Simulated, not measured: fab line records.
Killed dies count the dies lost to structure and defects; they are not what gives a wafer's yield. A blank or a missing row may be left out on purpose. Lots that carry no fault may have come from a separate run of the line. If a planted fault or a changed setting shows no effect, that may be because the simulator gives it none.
Lot-split experiment || flow n5Finfet || route with 1938 steps; 7 lots, 21 wafers read

## THE SPLIT ITSELF
At N5_MOL_CONTACT_COAG_SPUTTER_143 (material Co, target thk 2.5 nm), the setting targetThkA was moved away from the recipe's 25 angstrom on 6 of the 21 wafers read, by -10.6% to -5.6%. The other wafers ran this setting at the recipe's value.

The reading comes from the split's own step.

## THE READING
Co_of_MOL_CONTACT_COAG_SPUTTER_143.thkNm (the simulator's own value, which no gauge read), in nm, at N5_MOL_CONTACT_COAG_SPUTTER_143 (material Co, target thk 2.5 nm). No usual value for it is given in the file. The 15 wafers here that ran the recipe average 2.5 nm, standard deviation 0.098 nm.

{"wafer": "L081.1", "tool, chamber at the split": "pvdSputter-01, -", "targetThkA as run, angstrom": 25, "against the recipe": "recipe", "Co_of_MOL_CONTACT_COAG_SPUTTER_143.thkNm, nm": 2.4, "against lot-mates on the recipe": "-"}
{"wafer": "L081.3", "tool, chamber at the split": "pvdSputter-01, -", "targetThkA as run, angstrom": 25, "against the recipe": "recipe", "Co_of_MOL_CONTACT_COAG_SPUTTER_143.thkNm, nm": 2.4, "against lot-mates on the recipe": "-"}
{"wafer": "L081.6", "tool, chamber at the split": "pvdSputter-01, -", "targetThkA as run, angstrom": 25, "against the recipe": "recipe", "Co_of_MOL_CONTACT_COAG_SPUTTER_143.thkNm, nm": 2.4, "against lot-mates on the recipe": "-"}
{"wafer": "L084.4", "tool, chamber at the split": "pvdSputter-02, -", "targetThkA as run, angstrom": 25, "against the recipe": "recipe", "Co_of_MOL_CONTACT_COAG_SPUTTER_143.thkNm, nm": 2.6, "against lot-mates on the recipe": "-"}
{"wafer": "L084.6", "tool, chamber at the split": "pvdSputter-02, -", "targetThkA as run, angstrom": 25, "against the recipe": "recipe", "Co_of_MOL_CONTACT_COAG_SPUTTER_143.thkNm, nm": 2.6, "against lot-mates on the recipe": "-"}
{"wafer": "L084.5", "tool, chamber at the split": "pvdSputter-02, -", "targetThkA as run, angstrom": 23.61, "against the recipe": "-5.6%", "Co_of_MOL_CONTACT_COAG_SPUTTER_143.thkNm, nm": 2.4, "against lot-mates on the recipe": -0.2}
{"wafer": "L087.1", "tool, chamber at the split": "pvdSputter-02, -", "targetThkA as run, angstrom": 25, "against the recipe": "recipe", "Co_of_MOL_CONTACT_COAG_SPUTTER_143.thkNm, nm": 2.6, "against lot-mates on the recipe": "-"}
{"wafer": "L087.4", "tool, chamber at the split": "pvdSputter-02, -", "targetThkA as run, angstrom": 25, "against the recipe": "recipe", "Co_of_MOL_CONTACT_COAG_SPUTTER_143.thkNm, nm": 2.6, "against lot-mates on the recipe": "-"}
{"wafer": "L087.5", "tool, chamber at the split": "pvdSputter-02, -", "targetThkA as run, angstrom": 22.99, "against the recipe": "-8.0%", "Co_of_MOL_CONTACT_COAG_SPUTTER_143.thkNm, nm": 2.4, "against lot-mates on the recipe": -0.2}
{"wafer": "L088.2", "tool, chamber at the split": "pvdSputter-02, -", "targetThkA as run, angstrom": 22.65, "against the recipe": "-9.4%", "Co_of_MOL_CONTACT_COAG_SPUTTER_143.thkNm, nm": 2.2, "against lot-mates on the recipe": -0.4}
{"wafer": "L088.5", "tool, chamber at the split": "pvdSputter-02, -", "targetThkA as run, angstrom": 22.65, "against the recipe": "-9.4%", "Co_of_MOL_CONTACT_COAG_SPUTTER_143.thkNm, nm": 2.2, "against lot-mates on the recipe": -0.4}
{"wafer": "L088.6", "tool, chamber at the split": "pvdSputter-02, -", "targetThkA as run, angstrom": 25, "against the recipe": "recipe", "Co_of_MOL_CONTACT_COAG_SPUTTER_143.thkNm, nm": 2.6, "against lot-mates on the recipe": "-"}
{"wafer": "L089.3", "tool, chamber at the split": "pvdSputter-03, -", "targetThkA as run, angstrom": 25, "against the recipe": "recipe", "Co_of_MOL_CONTACT_COAG_SPUTTER_143.thkNm, nm": 2.4, "against lot-mates on the recipe": "-"}
{"wafer": "L089.5", "tool, chamber at the split": "pvdSputter-03, -", "targetThkA as run, angstrom": 25, "against the recipe": "recipe", "Co_of_MOL_CONTACT_COAG_SPUTTER_143.thkNm, nm": 2.4, "against lot-mates on the recipe": "-"}
{"wafer": "L089.6", "tool, chamber at the split": "pvdSputter-03, -", "targetThkA as run, angstrom": 25, "against the recipe": "recipe", "Co_of_MOL_CONTACT_COAG_SPUTTER_143.thkNm, nm": 2.4, "against lot-mates on the recipe": "-"}
{"wafer": "L095.1", "tool, chamber at the split": "pvdSputter-03, -", "targetThkA as run, angstrom": 22.87, "against the recipe": "-8.5%", "Co_of_MOL_CONTACT_COAG_SPUTTER_143.thkNm, nm": 2.2, "against lot-mates on the recipe": -0.2}
{"wafer": "L095.3", "tool, chamber at the split": "pvdSputter-03, -", "targetThkA as run, angstrom": 25, "against the recipe": "recipe", "Co_of_MOL_CONTACT_COAG_SPUTTER_143.thkNm, nm": 2.4, "against lot-mates on the recipe": "-"}
{"wafer": "L095.6", "tool, chamber at the split": "pvdSputter-03, -", "targetThkA as run, angstrom": 25, "against the recipe": "recipe", "Co_of_MOL_CONTACT_COAG_SPUTTER_143.thkNm, nm": 2.4, "against lot-mates on the recipe": "-"}
{"wafer": "L097.1", "tool, chamber at the split": "pvdSputter-01, -", "targetThkA as run, angstrom": 22.35, "against the recipe": "-10.6%", "Co_of_MOL_CONTACT_COAG_SPUTTER_143.thkNm, nm": 2.2, "against lot-mates on the recipe": -0.3}
{"wafer": "L097.5", "tool, chamber at the split": "pvdSputter-01, -", "targetThkA as run, angstrom": 25, "against the recipe": "recipe", "Co_of_MOL_CONTACT_COAG_SPUTTER_143.thkNm, nm": 2.6, "against lot-mates on the recipe": "-"}
{"wafer": "L097.6", "tool, chamber at the split": "pvdSputter-01, -", "targetThkA as run, angstrom": 25, "against the recipe": "recipe", "Co_of_MOL_CONTACT_COAG_SPUTTER_143.thkNm, nm": 2.4, "against lot-mates on the recipe": "-"}

THE FIT
A straight line over all 21 wafers: Co_of_MOL_CONTACT_COAG_SPUTTER_143.thkNm changes by +0.0259 nm for each +1% of targetThkA; r = +0.75; the points scatter about the line by 0.095 nm.
The same after taking each lot's own level away (the mean of its wafers on the recipe; 21 wafers): +0.0331 nm for each +1%; r = +0.94; scatter 0.051 nm.
That fit puts the effect of the largest move of targetThkA on the reading at 0.35 nm.
Across the lots, their own levels run from 2.40 to 2.60 nm, a range of 2.0 times the standard deviation given above.
So the lot-to-lot level blurs the effect unless lot-mates are compared.
Check: for one of the wafers moved furthest among these (-10.6%), held out of the fit, the line's prediction against its lot-mates is -0.367 nm. It came out at -0.3 nm against them.

## OTHER SPLITS ON THESE WAFERS
Before the reading, these wafers also passed through other splits. Each is held against what the fit with the lots' levels taken away leaves over:
{"other split on the same wafers": "N5_GATE_CUT_COAT_07 spinRpm", "wafers away from the commonest value": 6, "r with Co_of_MOL_CONTACT_COAG_SPUTTER_143.thkNm (lot level and that fit taken away)": "+0.03"}

## FILE'S OWN FIT
Co_of_MOL_CONTACT_COAG_SPUTTER_143.thkNm changes by +0.0308 nm for each +1% of targetThkA, r = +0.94.
